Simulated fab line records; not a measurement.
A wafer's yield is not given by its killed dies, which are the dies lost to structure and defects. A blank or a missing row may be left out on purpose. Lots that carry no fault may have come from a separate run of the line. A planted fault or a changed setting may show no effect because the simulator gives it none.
The tool behind it: which one?    flow nand harc    36 wafers from 12 lots sampled at 2 of the route's 1159 steps

## WHAT EACH GAUGE READ, for each wafer
NHARC_A_CONTACT_INSPECT_44.
lot   measured      on                 raw defect count
L075  day 16 07:58  defect inspect-02  31 30 35
L076  day 16 13:35  defect inspect-02  15 16 18
L081  day 17 19:59  defect inspect-01  6 7 8
L080  day 17 14:38  defect inspect-01  38 35 38
L082  day 18 17:39  defect inspect-02  12 8 14
L088  day 19 12:26  defect inspect-02  39 27 30
L085  day 19 08:53  defect inspect-02  36 43 46
L089  day 19 22:09  defect inspect-01  24 35 30
L092  day 21 04:20  defect inspect-01  58 47 51
L094  day 21 08:43  defect inspect-01  24 39 42
L097  day 21 20:58  defect inspect-01  16 18 18
L095  day 22 03:45  defect inspect-02  13 15 15

## WHICH TOOL RAN EACH LOT (tool, then ch and the chambers of the sampled wafers, then the start)
lot   NHARC_A_WL_FILL_RTA_01
L075  rtp anneal-01 ch 0, day 14 16:55
L076  rtp anneal-02 ch 0, day 15 03:05
L081  rtp anneal-01 ch 0, day 16 03:17
L080  rtp anneal-02 ch 0, day 16 03:38
L082  rtp anneal-01 ch 0, day 17 07:25
L088  rtp anneal-02 ch 0, day 17 21:08
L085  rtp anneal-02 ch 0, day 17 21:26
L089  rtp anneal-02 ch 0, day 18 11:20
L092  rtp anneal-01 ch 0, day 19 11:04
L094  rtp anneal-02 ch 0, day 19 15:02
L097  rtp anneal-02 ch 0, day 20 03:39
L095  rtp anneal-02 ch 0, day 20 06:23
- NHARC_A_WL_FILL_RTA_01: time 5 s.

## THE ANSWER, worked out from the rows above alone
Rule: usual is defined by the lots themselves. Put in order of their means at a reading, lots are off if they are a third of the lots or fewer, leave a main group of 4 or more, and stand apart from it by a gap of 3 or more times the standard deviation of the main group's means; of several such gaps the widest counts. A main group is skipped when, at the precision printed for the reading in the tables above, its means are all equal. A lot without any number at a reading at which 4 lots or more have one is off too. Any other lot the step has rows for is counted as sound.
Across all readings shown, no lot is off: no conclusion can be drawn from this.

## WHAT WAS PUT IN BY THE SIMULATOR
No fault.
